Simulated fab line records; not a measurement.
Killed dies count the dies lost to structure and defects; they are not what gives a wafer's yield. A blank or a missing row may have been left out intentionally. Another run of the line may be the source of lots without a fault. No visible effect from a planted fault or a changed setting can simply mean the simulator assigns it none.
fab line records + flow n5_finfet
record
- lots=7
- wafers=21
route steps=1938 shown BEOL_M14@1753 TV_OPEN@1888
start_h: start of the lot's first displayed wafer, in hours after the record's first day + wait_h: hours from the lot's prior step to this one + " the same as in the row above + L1.1+2: a single row standing in for several wafers + - no value, or no start given + * or withheld: withheld + < > ~ a bound
route shown NAME@n: a module of which the file shows steps, and the number in the route of the first + usual: mean and standard deviation over wafers with no fault + same: alike in all rows + chamber/n: place in a boat + sites: the reading at each site + _std_site: standard deviation across them + _edge_site: mean of outer sites minus mean of inner sites + radius_mm: how far each site lies from the wafer's centre + mask NAME#n: copy n + behind: the tool/chamber that last shaped the wafer + hold: the reason the lot was held/the length of the hold in hours/how it ended + device: names the non-switching transistor (n, p or np) + end of line: the tests these same wafers got at the end of their route + a step with no rows: only its recipe + killed: count of dies lost to structure and defects at first sort (not the wafer's yield) + map: shows each die of a wafer: x if killed, . if not, _ if none is there
set.NAME: the setting as run; set.NAME@STEP: as run at that earlier step + model.NAME: the simulator's own value behind a step, which no gauge read
lots whose settings were changed on purpose; a table a step, a row a wafer
## steps
# step N5_BEOL_M14_TRENCH_ETCH_34
# recipe
- chemistry=C4F8/O2/Ar
- target=SiO2
- target_depth_a=5566.5
- mask_material=SOC
- he_inner_torr=15
- he_outer_torr=30
- time_s=126.9
- ion_energy_ev=800
- pressure_mtorr=20
- source_w=1905
- bias_w=2040
- Ar_flow_sccm=400
- C4F8_flow_sccm=16
- O2_flow_sccm=12
| lot.wafer | tool        | chamber | start_h | wait_h | set.time_s | model.etch.depth_nm |
|-----------|-------------|---------|---------|--------|------------|---------------------|
| L075.1    | rie_diel-06 | 0       | 250.36  | 0.0    | 126.9      | 542.1               |
| L075.4    | "           | 1       | "       | "      | 109.2      | 494.1               |
| L075.6    | "           | 1       | "       | "      | 109.2      | 501                 |
| L076.1    | rie_diel-01 | 1       | 266.08  | 0.0    | 103.8      | 433.8               |
| L076.4    | "           | 0       | "       | "      | 126.9      | 546.8               |
| L076.6    | "           | 1       | "       | "      | 126.9      | 531.5               |
| L078.1    | rie_diel-06 | 0       | 279.15  | 0.0    | 126.9      | 534.6               |
| L078.2    | "           | 3       | "       | "      | 126.9      | 544.3               |
| L078.6    | "           | 1       | "       | "      | 126.9      | 571.6               |
| L085.1    | rie_diel-05 | 2       | 312.86  | 0.0    | 126.9      | 557.4               |
| L085.4    | "           | 0       | "       | "      | 126.9      | 547.7               |
| L085.5    | "           | 2       | "       | "      | 126.9      | 551.8               |
| L089.3    | rie_diel-05 | 0       | 328.09  | 0.0    | 126.9      | 550.9               |
| L089.5    | "           | 0       | "       | "      | 126.9      | 550.7               |
| L089.6    | "           | 3       | "       | "      | 126.9      | 562                 |
| L093.4    | rie_diel-01 | 3       | 373.05  | 0.0    | 126.9      | 563.1               |
| L093.5    | "           | 3       | "       | "      | 126.9      | 562.7               |
| L093.6    | "           | 2       | "       | "      | 126.9      | 570.2               |
| L097.3    | rie_diel-06 | 1       | 406.99  | 0.0    | 126.9      | 572.7               |
| L097.5    | "           | 3       | "       | "      | 103.8      | 444.5               |
| L097.6    | "           | 0       | "       | "      | 103.8      | 432                 |
# step N5_BEOL_M14_STRIP_70
# recipe
- chemistry=C4F8/O2/Ar
- resist=SiARC
- rf_frequency_hz=6e+07
# step N5_BEOL_M14_OCD_MEAS_35
# usual
- trench_depth_nm=556/15
| lot.wafer | tool   | chamber | start_h | wait_h | set.time_s@BEOL_M14_TRENCH_ETCH_34 | trench_depth_nm |
|-----------|--------|---------|---------|--------|------------------------------------|-----------------|
| L075.1    | ocd-02 | -       | 250.52  | 0.0    | 126.9                              | 542             |
| L075.4    | "      | -       | "       | "      | 109.2                              | 494             |
| L075.6    | "      | -       | "       | "      | 109.2                              | 501             |
| L076.1    | ocd-01 | -       | 266.23  | 0.0    | 103.8                              | 434             |
| L076.4    | "      | -       | "       | "      | 126.9                              | 547             |
| L076.6    | "      | -       | "       | "      | 126.9                              | 532             |
| L078.1    | ocd-01 | -       | 279.31  | 0.0    | 126.9                              | 534             |
| L078.2    | "      | -       | "       | "      | 126.9                              | 545             |
| L078.6    | "      | -       | "       | "      | 126.9                              | 571             |
| L085.1    | ocd-01 | -       | 313.01  | 0.0    | 126.9                              | 557             |
| L085.4    | "      | -       | "       | "      | 126.9                              | 548             |
| L085.5    | "      | -       | "       | "      | 126.9                              | 552             |
| L089.3    | ocd-01 | -       | 328.25  | 0.0    | 126.9                              | 551             |
| L089.5    | "      | -       | "       | "      | 126.9                              | 550             |
| L089.6    | "      | -       | "       | "      | 126.9                              | 562             |
| L093.4    | ocd-01 | -       | 373.21  | 0.0    | 126.9                              | 563             |
| L093.5    | "      | -       | "       | "      | 126.9                              | 563             |
| L093.6    | "      | -       | "       | "      | 126.9                              | 570             |
| L097.3    | ocd-02 | -       | 407.15  | 0.0    | 126.9                              | 573             |
| L097.5    | "      | -       | "       | "      | 103.8                              | 444             |
| L097.6    | "      | -       | "       | "      | 103.8                              | 432             |
# step N5_BEOL_M14_STRIP_37
# recipe
- chemistry=O2
- power_w=600
- temp_c=60
- pressure_mtorr=30
- rf_frequency_hz=6e+07
- bias_power_w=0
- overash_fraction=0.3
- o2_flow_sccm=225
# step N5_BEOL_M14_ETCH_38
# recipe
- chemistry=CF4/N2
- target=SiCN
- target_depth_a=1065
- taper_deg=2
- time_s=120.6
- ion_energy_ev=150
- mask_material=SiO2
- pressure_mtorr=40
- source_w=430
- bias_w=70
- Ar_flow_sccm=100
- cf4_flow_sccm=60
- n2_flow_sccm=60
# step N5_BEOL_M14_ECD_47
# recipe
- material=Cu
- target_thk_a=12480
# step N5_BEOL_M14_ANNEAL_48
# recipe
- temp_c=225
- time_s=90
- ambient=N2
# step N5_BEOL_M14_CMP_49
# recipe
- stop_on=SiO2
- t_overpolish_s=5.2
- down_force_psi=2
- platen_rpm=80
- clearing_platen_down_force_psi=2
- clearing_platen_rpm=80
- post_cmp_clean=cu_alkaline
- target_thk_nm=560
- clearing_platen_pad_velocity_m_s=1.5917
- pad_velocity_m_s=1.5917
| lot.wafer | tool   | chamber | start_h | wait_h | set.time_s@BEOL_M14_TRENCH_ETCH_34 | model.Cu_of_BEOL_M14_ECD_47.thk_nm |
|-----------|--------|---------|---------|--------|------------------------------------|------------------------------------|
| L075.4    | cmp-04 | 0       | 252.14  | 0.1    | 109.2                              | 498.8                              |
| L075.1    | "      | 1       | "       | "      | 126.9                              | 545.4                              |
| L075.6    | "      | 1       | "       | "      | 109.2                              | 504.8                              |
| L076.4    | cmp-01 | 3       | 269.19  | 0.2    | 126.9                              | 549                                |
| L076.1    | "      | 0       | "       | "      | 103.8                              | 437.8                              |
| L076.6    | "      | 3       | "       | "      | 126.9                              | 535                                |
| L078.1    | cmp-01 | 0       | 281.62  | 0.3    | 126.9                              | 539.2                              |
| L078.2    | "      | 2       | "       | "      | 126.9                              | 547.4                              |
| L078.6    | "      | 0       | "       | "      | 126.9                              | 576.8                              |
| L085.1    | cmp-03 | 0       | 315.74  | 0.3    | 126.9                              | 559.8                              |
| L085.4    | "      | 1       | "       | "      | 126.9                              | 551.8                              |
| L085.5    | "      | 2       | "       | "      | 126.9                              | 553.4                              |
| L089.3    | cmp-03 | 0       | 330.50  | 0.4    | 126.9                              | 553.6                              |
| L089.6    | "      | 0       | "       | "      | 126.9                              | 565.8                              |
| L089.5    | "      | 1       | "       | "      | 126.9                              | 555.2                              |
| L093.4    | cmp-03 | 2       | 376.41  | 0.2    | 126.9                              | 565.4                              |
| L093.5    | "      | 1       | "       | "      | 126.9                              | 565.2                              |
| L093.6    | "      | 2       | "       | "      | 126.9                              | 573.6                              |
| L097.3    | cmp-01 | 1       | 409.38  | 0.2    | 126.9                              | 577.2                              |
| L097.6    | "      | 3       | "       | "      | 103.8                              | 434                                |
| L097.5    | "      | 0       | "       | "      | 103.8                              | 447.6                              |
# step N5_BEOL_M14_THK_MEAS_50
# recipe
- thk_meas_gauge=xrf
- reads=Cu_of_BEOL_M14_ECD_47
# usual
- M14_THK=567/16
| lot.wafer | tool          | chamber | start_h | wait_h | set.time_s@BEOL_M14_TRENCH_ETCH_34 | M14_THK[nm] |
|-----------|---------------|---------|---------|--------|------------------------------------|-------------|
| L075.1    | film_metro-01 | -       | 252.44  | -      | 126.9                              | 551         |
| L075.4    | "             | -       | "       | "      | 109.2                              | 503         |
| L075.6    | "             | -       | "       | "      | 109.2                              | 510         |
| L076.1    | film_metro-01 | -       | 269.45  | -      | 103.8                              | 441         |
| L076.4    | "             | -       | "       | "      | 126.9                              | 557         |
| L076.6    | "             | -       | "       | "      | 126.9                              | 541         |
| L078.1    | film_metro-01 | -       | 281.91  | -      | 126.9                              | 548         |
| L078.2    | "             | -       | "       | "      | 126.9                              | 556         |
| L078.6    | "             | -       | "       | "      | 126.9                              | 586         |
| L085.1    | film_metro-02 | -       | 315.96  | -      | 126.9                              | 576         |
| L085.4    | "             | -       | "       | "      | 126.9                              | 564         |
| L085.5    | "             | -       | "       | "      | 126.9                              | 568         |
| L089.3    | film_metro-02 | -       | 330.80  | -      | 126.9                              | 561         |
| L089.5    | "             | -       | "       | "      | 126.9                              | 564         |
| L089.6    | "             | -       | "       | "      | 126.9                              | 573         |
| L093.4    | film_metro-01 | -       | 376.67  | -      | 126.9                              | 570         |
| L093.5    | "             | -       | "       | "      | 126.9                              | 572         |
| L093.6    | "             | -       | "       | "      | 126.9                              | 580         |
| L097.3    | film_metro-02 | -       | 409.60  | -      | 126.9                              | 590         |
| L097.5    | "             | -       | "       | "      | 103.8                              | 454         |
| L097.6    | "             | -       | "       | "      | 103.8                              | 440         |
# step N5_BEOL_M14_PRE_CLEAN_52
# recipe
- gas=NH3
- time_s=15
- temp_c=withheld
- rf_power_w=300
# step N5_BEOL_M14_DEP_53
# recipe
- material=SiCN
- target_thk_a=500
- temp_c=withheld
- precursor=3MS/NH3
- pressure_torr=3
- rf_w=675
- time_s=17.8
# step N5_BEOL_M14_RS_MEAS_54
# recipe
- thk_meas_gauge=four-point-probe
- reads=Cu_of_BEOL_M14_ECD_47+Ta_of_BEOL_M14_SPUTTER_44+TaN_of_BEOL_M14_SPUTTER_43
# usual
- M14_RS=0.0333/0.00094
| lot.wafer | tool          | chamber | start_h | wait_h | set.time_s@BEOL_M14_TRENCH_ETCH_34 | M14_RS[ohm/sq] |
|-----------|---------------|---------|---------|--------|------------------------------------|----------------|
| L075.1    | film_metro-01 | -       | 252.57  | 0.0    | 126.9                              | 0.0341         |
| L075.4    | "             | -       | "       | "      | 109.2                              | 0.0374         |
| L075.6    | "             | -       | "       | "      | 109.2                              | 0.0369         |
| L076.1    | film_metro-01 | -       | 269.58  | 0.0    | 103.8                              | 0.0428         |
| L076.4    | "             | -       | "       | "      | 126.9                              | 0.0339         |
| L076.6    | "             | -       | "       | "      | 126.9                              | 0.0347         |
| L078.1    | film_metro-02 | -       | 282.04  | 0.0    | 126.9                              | 0.0346         |
| L078.2    | "             | -       | "       | "      | 126.9                              | 0.0339         |
| L078.6    | "             | -       | "       | "      | 126.9                              | 0.0323         |
| L085.1    | film_metro-01 | -       | 316.09  | 0.0    | 126.9                              | 0.0332         |
| L085.4    | "             | -       | "       | "      | 126.9                              | 0.0337         |
| L085.5    | "             | -       | "       | "      | 126.9                              | 0.0336         |
| L089.3    | film_metro-02 | -       | 330.93  | 0.1    | 126.9                              | 0.0337         |
| L089.5    | "             | -       | "       | "      | 126.9                              | 0.0335         |
| L089.6    | "             | -       | "       | "      | 126.9                              | 0.0329         |
| L093.4    | film_metro-01 | -       | 376.79  | 0.0    | 126.9                              | 0.0329         |
| L093.5    | "             | -       | "       | "      | 126.9                              | 0.0328         |
| L093.6    | "             | -       | "       | "      | 126.9                              | 0.0325         |
| L097.3    | film_metro-01 | -       | 409.76  | 0.1    | 126.9                              | 0.0321         |
| L097.5    | "             | -       | "       | "      | 103.8                              | 0.0418         |
| L097.6    | "             | -       | "       | "      | 103.8                              | 0.0431         |
# step N5_PASSIVATION_VIA_ETCH_13
# recipe
- chemistry=CHF3/O2
- target=SiO2
- target_depth_a=6600
- CHF3_flow_sccm=50
- O2_flow_sccm=5
- Ar_flow_sccm=200
- time_s=330
- mask_material=PR
- pressure_mtorr=30
- source_w=650
- bias_w=170
- ion_energy_ev=200
- ends=cleared
# usual
- rf_vpp_V=523/11
| lot.wafer | tool        | chamber | start_h | wait_h | set.source_w | rf_vpp_V |
|-----------|-------------|---------|---------|--------|--------------|----------|
| L075.1    | rie_diel-02 | 3       | 265.83  | 0.0    | 723.7        | 503      |
| L075.4    | "           | 2       | "       | "      | 723.7        | 508      |
| L075.6    | "           | 3       | "       | "      | 723.7        | 502      |
| L076.1    | rie_diel-03 | 0       | 287.41  | 0.0    | 650          | 520      |
| L076.4    | "           | 1       | "       | "      | 759.2        | 465      |
| L076.6    | "           | 0       | "       | "      | 650          | 520      |
| L078.1    | rie_diel-02 | 1       | 295.48  | 0.0    | 650          | 519      |
| L078.2    | "           | 0       | "       | "      | 650          | 529      |
| L078.6    | "           | 0       | "       | "      | 650          | 526      |
| L085.1    | rie_diel-02 | 3       | 333.20  | 0.0    | 650          | 531      |
| L085.4    | "           | 2       | "       | "      | 650          | 536      |
| L085.5    | "           | 2       | "       | "      | 577          | 567      |
| L089.3    | rie_diel-04 | 0       | 355.43  | 0.0    | 584.1        | 557      |
| L089.5    | "           | 1       | "       | "      | 584.1        | 566      |
| L089.6    | "           | 0       | "       | "      | 650          | 529      |
| L093.4    | rie_diel-03 | 3       | 398.05  | 0.0    | 650          | 506      |
| L093.5    | "           | 0       | "       | "      | 650          | 518      |
| L093.6    | "           | 3       | "       | "      | 650          | 509      |
| L097.3    | rie_diel-02 | 3       | 423.82  | 0.0    | 650          | 530      |
| L097.5    | "           | 2       | "       | "      | 650          | 537      |
| L097.6    | "           | 3       | "       | "      | 650          | 530      |
## key
split
- step=N5_BEOL_M14_TRENCH_ETCH_34
- setting=time_s
- stated=126.9
- by=wafer
response
- step=N5_BEOL_M14_TRENCH_ETCH_34
- reading=model.etch.depth_nm
- change=+5.82
- per=1%
- r=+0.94
response
- step=N5_BEOL_M14_OCD_MEAS_35
- reading=trench_depth_nm
- change=+5.82
- per=1%
- r=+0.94
response
- step=N5_BEOL_M14_CMP_49
- reading=model.Cu_of_BEOL_M14_ECD_47.thk_nm
- change=+5.82
- per=1%
- r=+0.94
response
- step=N5_BEOL_M14_THK_MEAS_50
- reading=M14_THK
- change=+6.05
- per=1%
- r=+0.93
response
- step=N5_BEOL_M14_RS_MEAS_54
- reading=M14_RS
- change=-0.000448
- per=1%
- r=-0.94
split
- step=N5_PASSIVATION_VIA_ETCH_13
- setting=source_w
- stated=650
- by=wafer
response
- step=N5_PASSIVATION_VIA_ETCH_13
- reading=rf_vpp_V
- change=-3.22
- per=1%
- r=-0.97
